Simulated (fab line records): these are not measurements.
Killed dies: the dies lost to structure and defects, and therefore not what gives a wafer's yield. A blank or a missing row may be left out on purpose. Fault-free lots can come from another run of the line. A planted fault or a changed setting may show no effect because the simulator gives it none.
fab line records :: flow n5_finfet :: part 2 of 2: steps 24 to 36 of 36
record
  lots=5
  wafers=15
  last_day=16
route steps=1938 shown BEOL_M11@1598 BEOL_M12@1602
lots that met no fault: from a run of the same line without faults
start_h: hours from the record's first day to the start of the lot's first wafer shown :: wait_h: how many hours have passed since the lot's step before this one :: " the same as in the row above :: L1.1+2: a row that stands for several wafers :: - either no value or no given start :: * or withheld: withheld :: < > ~ a bound
route shown NAME@n: NAME is a module with steps in the file, n the number in the route of the first one :: usual: mean/standard deviation of fault-free wafers :: same: alike in all rows :: chamber/n: place in a boat :: sites: each site's reading :: _std_site: standard deviation of those values :: _edge_site: mean of outer sites minus mean of inner sites :: radius_mm: for every site, how far away it sits from the centre of the wafer :: mask NAME#n: copy n :: behind: tool/chamber where the wafer was last shaped :: hold: cause of the lot's hold/its duration in hours/its outcome :: device: the transistor (n, p or np) that didn't switch :: end of line: at the end of the route, the tests of the same wafers :: a step given without rows: its recipe and nothing more :: killed: at the first sort, the dies lost to defects and structure; wafer yield is something else :: map: per-die view of a wafer (x killed, . not killed, _ where there is no die)
set.NAME: the setting that was run; set.NAME@STEP: the one run at that earlier step :: model.NAME: the simulator's own value behind a step, which no gauge read
lots at selected steps of the route; one table per step, one row per wafer
services: from which hour (start_h, from the record's first day; less than 0 if before it) a tool's chamber was out of use, for how many hours, and why
## steps
# step N5_BEOL_M12_SRD_72
# recipe
  time_s=30
  temp_c=23
  rinse_liquid=diw
  dry=n2_spin
  spin_rpm=1500
  dry_time_s=30
lot.wafer: L084.2+4+5
tool: wet_bench-06
chamber: 3,0,7
start_h: 306.47
wait_h: 0.0

lot.wafer: L086.1+5+6
tool: wet_bench-03
chamber: 2,3,0
start_h: 307.23
wait_h: 0.0

lot.wafer: L089.2+3+4
tool: wet_bench-06
chamber: 5,4,6
start_h: 316.74
wait_h: 0.0

lot.wafer: L094.1+3+4
tool: wet_bench-06
chamber: 0,3,2
start_h: 346.22
wait_h: 0.0

lot.wafer: L092.3+4+6
tool: wet_bench-06
chamber: 7,6,0
start_h: 353.53
wait_h: 0.0
# step N5_BEOL_M12_CD_MEAS_17
# recipe
  target_cd_nm=140
  polarity=opening
# usual
  cd_nm=139.7/2.4
lot.wafer: L084.2
tool: cd_sem-02
chamber: -
start_h: 306.51
wait_h: 0.0
cd_nm: 140.6

lot.wafer: L084.4
tool: cd_sem-02
chamber: -
start_h: 306.51
wait_h: 0.0
cd_nm: 138.8

lot.wafer: L084.5
tool: cd_sem-02
chamber: -
start_h: 306.51
wait_h: 0.0
cd_nm: 141.1

lot.wafer: L086.1
tool: cd_sem-02
chamber: -
start_h: 307.28
wait_h: 0.0
cd_nm: 136.5

lot.wafer: L086.5
tool: cd_sem-02
chamber: -
start_h: 307.28
wait_h: 0.0
cd_nm: 137.8

lot.wafer: L086.6
tool: cd_sem-02
chamber: -
start_h: 307.28
wait_h: 0.0
cd_nm: 138.3

lot.wafer: L089.2
tool: cd_sem-02
chamber: -
start_h: 316.78
wait_h: 0.0
cd_nm: 134.3

lot.wafer: L089.3
tool: cd_sem-02
chamber: -
start_h: 316.78
wait_h: 0.0
cd_nm: 134.2

lot.wafer: L089.4
tool: cd_sem-02
chamber: -
start_h: 316.78
wait_h: 0.0
cd_nm: 136.7

lot.wafer: L094.1
tool: cd_sem-01
chamber: -
start_h: 346.26
wait_h: 0.0
cd_nm: 136.2

lot.wafer: L094.3
tool: cd_sem-01
chamber: -
start_h: 346.26
wait_h: 0.0
cd_nm: 137.5

lot.wafer: L094.4
tool: cd_sem-01
chamber: -
start_h: 346.26
wait_h: 0.0
cd_nm: 134.5

lot.wafer: L092.3
tool: cd_sem-02
chamber: -
start_h: 353.57
wait_h: 0.0
cd_nm: 139.5

lot.wafer: L092.4
tool: cd_sem-02
chamber: -
start_h: 353.57
wait_h: 0.0
cd_nm: 137.9

lot.wafer: L092.6
tool: cd_sem-02
chamber: -
start_h: 353.57
wait_h: 0.0
cd_nm: 140.7
# step N5_BEOL_M12_COAT_65
# recipe
  resist=SOC
  temp_c=250
  time_s=60
  spin_rpm=1500
  resist_thk_nm=300
# usual
  dispense_pressure_kPa=53/3.2
  spin_speed_rpm=1499.8/1
lot.wafer: L084.2
tool: litho_track-02
chamber: 0
start_h: 306.55
wait_h: 0.0
dispense_pressure_kPa: 49
spin_speed_rpm: 1499.4

lot.wafer: L084.4
tool: litho_track-02
chamber: 0
start_h: 306.55
wait_h: 0.0
dispense_pressure_kPa: 49
spin_speed_rpm: 1501.0

lot.wafer: L084.5
tool: litho_track-02
chamber: 0
start_h: 306.55
wait_h: 0.0
dispense_pressure_kPa: 49
spin_speed_rpm: 1500.7

lot.wafer: L086.1
tool: litho_track-02
chamber: 0
start_h: 307.32
wait_h: 0.0
dispense_pressure_kPa: 49
spin_speed_rpm: 1499.8

lot.wafer: L086.5
tool: litho_track-02
chamber: 0
start_h: 307.32
wait_h: 0.0
dispense_pressure_kPa: 49
spin_speed_rpm: 1498.8

lot.wafer: L086.6
tool: litho_track-02
chamber: 0
start_h: 307.32
wait_h: 0.0
dispense_pressure_kPa: 49
spin_speed_rpm: 1498.6

lot.wafer: L089.2
tool: litho_track-03
chamber: 0
start_h: 316.82
wait_h: 0.0
dispense_pressure_kPa: 56
spin_speed_rpm: 1499.2

lot.wafer: L089.3
tool: litho_track-03
chamber: 0
start_h: 316.82
wait_h: 0.0
dispense_pressure_kPa: 56
spin_speed_rpm: 1501.6

lot.wafer: L089.4
tool: litho_track-03
chamber: 0
start_h: 316.82
wait_h: 0.0
dispense_pressure_kPa: 56
spin_speed_rpm: 1500.1

lot.wafer: L094.1
tool: litho_track-01
chamber: 0
start_h: 346.30
wait_h: 0.0
dispense_pressure_kPa: 53
spin_speed_rpm: 1500.1

lot.wafer: L094.3
tool: litho_track-01
chamber: 0
start_h: 346.30
wait_h: 0.0
dispense_pressure_kPa: 53
spin_speed_rpm: 1500.1

lot.wafer: L094.4
tool: litho_track-01
chamber: 0
start_h: 346.30
wait_h: 0.0
dispense_pressure_kPa: 53
spin_speed_rpm: 1500.8

lot.wafer: L092.3
tool: litho_track-02
chamber: 0
start_h: 353.61
wait_h: 0.0
dispense_pressure_kPa: 49
spin_speed_rpm: 1499.5

lot.wafer: L092.4
tool: litho_track-02
chamber: 0
start_h: 353.61
wait_h: 0.0
dispense_pressure_kPa: 49
spin_speed_rpm: 1499.5

lot.wafer: L092.6
tool: litho_track-02
chamber: 0
start_h: 353.61
wait_h: 0.0
dispense_pressure_kPa: 49
spin_speed_rpm: 1500.4
# step N5_BEOL_M12_COAT_66
# recipe
  resist=SiARC
  temp_c=220
  time_s=60
  spin_rpm=1500
  resist_thk_nm=110
# usual
  dispense_pressure_kPa=53/3.2
  spin_speed_rpm=1500.2/0.9
lot.wafer: L084.2
tool: litho_track-02
chamber: 0
start_h: -
wait_h: -
dispense_pressure_kPa: 49
spin_speed_rpm: 1500.5

lot.wafer: L084.4
tool: litho_track-02
chamber: 0
start_h: -
wait_h: -
dispense_pressure_kPa: 49
spin_speed_rpm: 1500.5

lot.wafer: L084.5
tool: litho_track-02
chamber: 0
start_h: -
wait_h: -
dispense_pressure_kPa: 49
spin_speed_rpm: 1501.9

lot.wafer: L086.1
tool: litho_track-02
chamber: 0
start_h: -
wait_h: -
dispense_pressure_kPa: 49
spin_speed_rpm: 1501.4

lot.wafer: L086.5
tool: litho_track-02
chamber: 0
start_h: -
wait_h: -
dispense_pressure_kPa: 49
spin_speed_rpm: 1499.4

lot.wafer: L086.6
tool: litho_track-02
chamber: 0
start_h: -
wait_h: -
dispense_pressure_kPa: 49
spin_speed_rpm: 1500.2

lot.wafer: L089.2
tool: litho_track-03
chamber: 0
start_h: -
wait_h: -
dispense_pressure_kPa: 57
spin_speed_rpm: 1500.1

lot.wafer: L089.3
tool: litho_track-03
chamber: 0
start_h: -
wait_h: -
dispense_pressure_kPa: 56
spin_speed_rpm: 1499.5

lot.wafer: L089.4
tool: litho_track-03
chamber: 0
start_h: -
wait_h: -
dispense_pressure_kPa: 56
spin_speed_rpm: 1502.0

lot.wafer: L094.1
tool: litho_track-01
chamber: 0
start_h: -
wait_h: -
dispense_pressure_kPa: 53
spin_speed_rpm: 1501.6

lot.wafer: L094.3
tool: litho_track-01
chamber: 0
start_h: -
wait_h: -
dispense_pressure_kPa: 53
spin_speed_rpm: 1501.1

lot.wafer: L094.4
tool: litho_track-01
chamber: 0
start_h: -
wait_h: -
dispense_pressure_kPa: 53
spin_speed_rpm: 1500.0

lot.wafer: L092.3
tool: litho_track-02
chamber: 0
start_h: -
wait_h: -
dispense_pressure_kPa: 49
spin_speed_rpm: 1499.3

lot.wafer: L092.4
tool: litho_track-02
chamber: 0
start_h: -
wait_h: -
dispense_pressure_kPa: 49
spin_speed_rpm: 1499.7

lot.wafer: L092.6
tool: litho_track-02
chamber: 0
start_h: -
wait_h: -
dispense_pressure_kPa: 49
spin_speed_rpm: 1501.7
# step N5_BEOL_M12_COAT_22
# recipe
  spin_rpm=2888
  resist_thk_nm=300
# usual
  dispense_pressure_kPa=53/3.2
  spin_speed_rpm=2888.0/2.1
lot.wafer: L084.2
tool: litho_track-02
chamber: 0
start_h: -
wait_h: -
dispense_pressure_kPa: 49
spin_speed_rpm: 2884.2

lot.wafer: L084.4
tool: litho_track-02
chamber: 0
start_h: -
wait_h: -
dispense_pressure_kPa: 49
spin_speed_rpm: 2886.4

lot.wafer: L084.5
tool: litho_track-02
chamber: 0
start_h: -
wait_h: -
dispense_pressure_kPa: 49
spin_speed_rpm: 2888.8

lot.wafer: L086.1
tool: litho_track-02
chamber: 0
start_h: -
wait_h: -
dispense_pressure_kPa: 49
spin_speed_rpm: 2888.6

lot.wafer: L086.5
tool: litho_track-02
chamber: 0
start_h: -
wait_h: -
dispense_pressure_kPa: 49
spin_speed_rpm: 2891.7

lot.wafer: L086.6
tool: litho_track-02
chamber: 0
start_h: -
wait_h: -
dispense_pressure_kPa: 49
spin_speed_rpm: 2891.3

lot.wafer: L089.2
tool: litho_track-03
chamber: 0
start_h: -
wait_h: -
dispense_pressure_kPa: 56
spin_speed_rpm: 2885.5

lot.wafer: L089.3
tool: litho_track-03
chamber: 0
start_h: -
wait_h: -
dispense_pressure_kPa: 56
spin_speed_rpm: 2885.6

lot.wafer: L089.4
tool: litho_track-03
chamber: 0
start_h: -
wait_h: -
dispense_pressure_kPa: 56
spin_speed_rpm: 2889.1

lot.wafer: L094.1
tool: litho_track-01
chamber: 0
start_h: -
wait_h: -
dispense_pressure_kPa: 53
spin_speed_rpm: 2888.7

lot.wafer: L094.3
tool: litho_track-01
chamber: 0
start_h: -
wait_h: -
dispense_pressure_kPa: 53
spin_speed_rpm: 2887.8

lot.wafer: L094.4
tool: litho_track-01
chamber: 0
start_h: -
wait_h: -
dispense_pressure_kPa: 53
spin_speed_rpm: 2886.3

lot.wafer: L092.3
tool: litho_track-02
chamber: 0
start_h: -
wait_h: -
dispense_pressure_kPa: 49
spin_speed_rpm: 2891.0

lot.wafer: L092.4
tool: litho_track-02
chamber: 0
start_h: -
wait_h: -
dispense_pressure_kPa: 49
spin_speed_rpm: 2889.5

lot.wafer: L092.6
tool: litho_track-02
chamber: 0
start_h: -
wait_h: -
dispense_pressure_kPa: 49
spin_speed_rpm: 2887.4
# step N5_BEOL_M12_EBR_24
# recipe
  solvent=PGMEA
  ebr_width_mm=1.5
lot.wafer: L084.2+4+5
tool: litho_track-02
chamber: 0
start_h: -
wait_h: -

lot.wafer: L086.1+5+6
tool: litho_track-02
chamber: 0
start_h: -
wait_h: -

lot.wafer: L089.2+3+4
tool: litho_track-03
chamber: 0
start_h: -
wait_h: -

lot.wafer: L094.1+3+4
tool: litho_track-01
chamber: 0
start_h: -
wait_h: -

lot.wafer: L092.3+4+6
tool: litho_track-02
chamber: 0
start_h: -
wait_h: -
# step N5_BEOL_M12_SOFTBAKE_23
# recipe
  temp_c=130
  time_s=60
lot.wafer: L084.2+4+5
tool: litho_track-02
chamber: 0
start_h: -
wait_h: -

lot.wafer: L086.1+5+6
tool: litho_track-02
chamber: 0
start_h: -
wait_h: -

lot.wafer: L089.2+3+4
tool: litho_track-03
chamber: 0
start_h: -
wait_h: -

lot.wafer: L094.1+3+4
tool: litho_track-01
chamber: 0
start_h: -
wait_h: -

lot.wafer: L092.3+4+6
tool: litho_track-02
chamber: 0
start_h: -
wait_h: -
# step N5_BEOL_M12_EXPOSE_25
# recipe
  mask_id=M12
  na=0.93
  source_shape=conventional
  sigma_outer=0.4
  polarization=unpolarized
  dose_mj=21.8
# usual
  reticle_temp_C=23.00/0.1
lot.wafer: L084.2
tool: krf_scanner-02
chamber: 0
start_h: 306.67
wait_h: -
mask: M12#0
reticle_temp_C: 23.00

lot.wafer: L084.4
tool: krf_scanner-02
chamber: 0
start_h: 306.67
wait_h: -
mask: M12#0
reticle_temp_C: 23.03

lot.wafer: L084.5
tool: krf_scanner-02
chamber: 0
start_h: 306.67
wait_h: -
mask: M12#0
reticle_temp_C: 23.19

lot.wafer: L086.1
tool: krf_scanner-02
chamber: 0
start_h: 307.45
wait_h: -
mask: M12#0
reticle_temp_C: 22.85

lot.wafer: L086.5
tool: krf_scanner-02
chamber: 0
start_h: 307.45
wait_h: -
mask: M12#0
reticle_temp_C: 22.84

lot.wafer: L086.6
tool: krf_scanner-02
chamber: 0
start_h: 307.45
wait_h: -
mask: M12#0
reticle_temp_C: 22.92

lot.wafer: L089.2
tool: krf_scanner-02
chamber: 0
start_h: 316.94
wait_h: -
mask: M12#0
reticle_temp_C: 22.94

lot.wafer: L089.3
tool: krf_scanner-02
chamber: 0
start_h: 316.94
wait_h: -
mask: M12#0
reticle_temp_C: 23.03

lot.wafer: L089.4
tool: krf_scanner-02
chamber: 0
start_h: 316.94
wait_h: -
mask: M12#0
reticle_temp_C: 22.92

lot.wafer: L094.1
tool: krf_scanner-02
chamber: 0
start_h: 346.42
wait_h: -
mask: M12#0
reticle_temp_C: 23.09

lot.wafer: L094.3
tool: krf_scanner-02
chamber: 0
start_h: 346.42
wait_h: -
mask: M12#0
reticle_temp_C: 22.84

lot.wafer: L094.4
tool: krf_scanner-02
chamber: 0
start_h: 346.42
wait_h: -
mask: M12#0
reticle_temp_C: 22.94

lot.wafer: L092.3
tool: krf_scanner-01
chamber: 0
start_h: 353.86
wait_h: -
mask: M12#0
reticle_temp_C: 23.14

lot.wafer: L092.4
tool: krf_scanner-01
chamber: 0
start_h: 353.86
wait_h: -
mask: M12#0
reticle_temp_C: 23.07

lot.wafer: L092.6
tool: krf_scanner-01
chamber: 0
start_h: 353.86
wait_h: -
mask: M12#0
reticle_temp_C: 23.01
# step N5_BEOL_M12_PEB_26
# recipe
  peb_temp_c=130
  peb_time_s=90
# same
  peb_time_s=90
lot.wafer: L084.2+4+5
tool: litho_track-03
chamber: 0
start_h: 306.72
wait_h: 0.0

lot.wafer: L086.1+5+6
tool: litho_track-02
chamber: 0
start_h: 307.50
wait_h: 0.1

lot.wafer: L089.2+3+4
tool: litho_track-02
chamber: 0
start_h: 316.99
wait_h: 0.0

lot.wafer: L094.1+3+4
tool: litho_track-02
chamber: 0
start_h: 346.48
wait_h: 0.1

lot.wafer: L092.3+4+6
tool: litho_track-02
chamber: 0
start_h: 353.91
wait_h: 0.0
# step N5_BEOL_M12_DEVELOP_27
# recipe
  develop_time_s=45
  rinse_liquid=diw
  dry=air_spin
  dev_temp_c=21
lot.wafer: L084.2+4+5
tool: litho_track-03
chamber: 0
start_h: -
wait_h: -

lot.wafer: L086.1+5+6
tool: litho_track-02
chamber: 0
start_h: -
wait_h: -

lot.wafer: L089.2+3+4
tool: litho_track-02
chamber: 0
start_h: -
wait_h: -

lot.wafer: L094.1+3+4
tool: litho_track-02
chamber: 0
start_h: -
wait_h: -

lot.wafer: L092.3+4+6
tool: litho_track-02
chamber: 0
start_h: -
wait_h: -
# step N5_BEOL_M12_HARDBAKE_32
# recipe
  temp_c=130
  time_s=120
lot.wafer: L084.2+4+5
tool: litho_track-03
chamber: 0
start_h: -
wait_h: -

lot.wafer: L086.1+5+6
tool: litho_track-02
chamber: 0
start_h: -
wait_h: -

lot.wafer: L089.2+3+4
tool: litho_track-02
chamber: 0
start_h: -
wait_h: -

lot.wafer: L094.1+3+4
tool: litho_track-02
chamber: 0
start_h: -
wait_h: -

lot.wafer: L092.3+4+6
tool: litho_track-02
chamber: 0
start_h: -
wait_h: -
# step N5_BEOL_M12_CD_MEAS_28
# recipe
  target_cd_nm=160.2
  landing_energy_ev=500
  detector=se_inlens
  polarity=opening
# usual
  cd_nm=161.3/1.7
lot.wafer: L084.2
tool: cd_sem-01
chamber: 0
start_h: 306.84
wait_h: -
cd_nm: 162.9

lot.wafer: L084.4
tool: cd_sem-01
chamber: 0
start_h: 306.84
wait_h: -
cd_nm: 160.9

lot.wafer: L084.5
tool: cd_sem-01
chamber: 0
start_h: 306.84
wait_h: -
cd_nm: 161.4

lot.wafer: L086.1
tool: cd_sem-02
chamber: 0
start_h: 307.62
wait_h: -
cd_nm: 162.3

lot.wafer: L086.5
tool: cd_sem-02
chamber: 0
start_h: 307.62
wait_h: -
cd_nm: 162.8

lot.wafer: L086.6
tool: cd_sem-02
chamber: 0
start_h: 307.62
wait_h: -
cd_nm: 162.9

lot.wafer: L089.2
tool: cd_sem-03
chamber: 0
start_h: 317.11
wait_h: -
cd_nm: 163.1

lot.wafer: L089.3
tool: cd_sem-03
chamber: 0
start_h: 317.11
wait_h: -
cd_nm: 161.9

lot.wafer: L089.4
tool: cd_sem-03
chamber: 0
start_h: 317.11
wait_h: -
cd_nm: 162.4

lot.wafer: L094.1
tool: cd_sem-02
chamber: 0
start_h: 346.59
wait_h: -
cd_nm: 162.1

lot.wafer: L094.3
tool: cd_sem-02
chamber: 0
start_h: 346.59
wait_h: -
cd_nm: 161.8

lot.wafer: L094.4
tool: cd_sem-02
chamber: 0
start_h: 346.59
wait_h: -
cd_nm: 163.1

lot.wafer: L092.3
tool: cd_sem-02
chamber: 0
start_h: 354.03
wait_h: -
cd_nm: 162.8

lot.wafer: L092.4
tool: cd_sem-02
chamber: 0
start_h: 354.03
wait_h: -
cd_nm: 161.2

lot.wafer: L092.6
tool: cd_sem-02
chamber: 0
start_h: 354.03
wait_h: -
cd_nm: 160.8
# step N5_BEOL_M12_OVL_MEAS_29
# recipe
  points_per_wafer=44
# usual
  M12_OVL=4/5.6
lot.wafer: L084.2
tool: overlay-02
chamber: 0
start_h: 306.87
wait_h: 0.0
M12_OVL[nm]: 8

lot.wafer: L084.4
tool: overlay-02
chamber: 0
start_h: 306.87
wait_h: 0.0
M12_OVL[nm]: 7

lot.wafer: L084.5
tool: overlay-02
chamber: 0
start_h: 306.87
wait_h: 0.0
M12_OVL[nm]: 3

lot.wafer: L086.1
tool: overlay-01
chamber: 0
start_h: 307.65
wait_h: 0.0
M12_OVL[nm]: 4

lot.wafer: L086.5
tool: overlay-01
chamber: 0
start_h: 307.65
wait_h: 0.0
M12_OVL[nm]: 10

lot.wafer: L086.6
tool: overlay-01
chamber: 0
start_h: 307.65
wait_h: 0.0
M12_OVL[nm]: 5

lot.wafer: L089.2
tool: overlay-01
chamber: 0
start_h: 317.14
wait_h: 0.0
M12_OVL[nm]: -9

lot.wafer: L089.3
tool: overlay-01
chamber: 0
start_h: 317.14
wait_h: 0.0
M12_OVL[nm]: 4

lot.wafer: L089.4
tool: overlay-01
chamber: 0
start_h: 317.14
wait_h: 0.0
M12_OVL[nm]: 0

lot.wafer: L094.1
tool: overlay-01
chamber: 0
start_h: 346.62
wait_h: 0.0
M12_OVL[nm]: -6

lot.wafer: L094.3
tool: overlay-01
chamber: 0
start_h: 346.62
wait_h: 0.0
M12_OVL[nm]: 2

lot.wafer: L094.4
tool: overlay-01
chamber: 0
start_h: 346.62
wait_h: 0.0
M12_OVL[nm]: 4

lot.wafer: L092.3
tool: overlay-02
chamber: 0
start_h: 354.05
wait_h: 0.0
M12_OVL[nm]: 5

lot.wafer: L092.4
tool: overlay-02
chamber: 0
start_h: 354.05
wait_h: 0.0
M12_OVL[nm]: 7

lot.wafer: L092.6
tool: overlay-02
chamber: 0
start_h: 354.05
wait_h: 0.0
M12_OVL[nm]: 4
## services
tool: pecvd-02
chamber: 1
start_h: 281.52
hours: 5.5
kind: scheduled_down

tool: plasma_asher-01
chamber: -
start_h: 284.35
hours: 3.4
kind: repair

tool: rie_diel-04
chamber: 1
start_h: 287.30
hours: 4.7
kind: repair

tool: rie_diel-03
chamber: 3
start_h: 291.56
hours: 6.8
kind: repair

tool: rie_diel-04
chamber: 3
start_h: 292.69
hours: -
kind: clean

tool: rie_diel-04
chamber: 3
start_h: 292.69
hours: -
kind: consumable_replace:focus_ring

tool: rie_diel-04
chamber: 3
start_h: 292.69
hours: 16.7
kind: scheduled_down

tool: rie_diel-04
chamber: 3
start_h: 292.69
hours: 16.7
kind: vent_cycle

tool: rie_diel-03
chamber: -
start_h: 293.56
hours: 1.1
kind: repair

tool: rie_diel-03
chamber: 0
start_h: 296.71
hours: 5.3
kind: repair

tool: pecvd-04
chamber: 0
start_h: 297.54
hours: 2.1
kind: scheduled_down

tool: pecvd-02
chamber: -
start_h: 297.64
hours: 0.7
kind: repair

tool: krf_scanner-01
chamber: -
start_h: 302.35
hours: 0.7
kind: repair

tool: rie_diel-04
chamber: -
start_h: 308.37
hours: 4.3
kind: pm

tool: rie_diel-04
chamber: 3
start_h: 321.46
hours: 9.9
kind: repair

tool: pecvd-01
chamber: -
start_h: 329.36
hours: 1.0
kind: repair

tool: krf_scanner-02
chamber: -
start_h: 336.33
hours: 0.8
kind: pm

tool: pecvd-04
chamber: 1
start_h: 339.74
hours: 2.1
kind: scheduled_down

tool: krf_scanner-01
chamber: -
start_h: 339.85
hours: 0.8
kind: pm

tool: pecvd-03
chamber: -
start_h: 344.05
hours: 0.4
kind: repair

tool: plasma_asher-01
chamber: -
start_h: 351.36
hours: 2.0
kind: repair
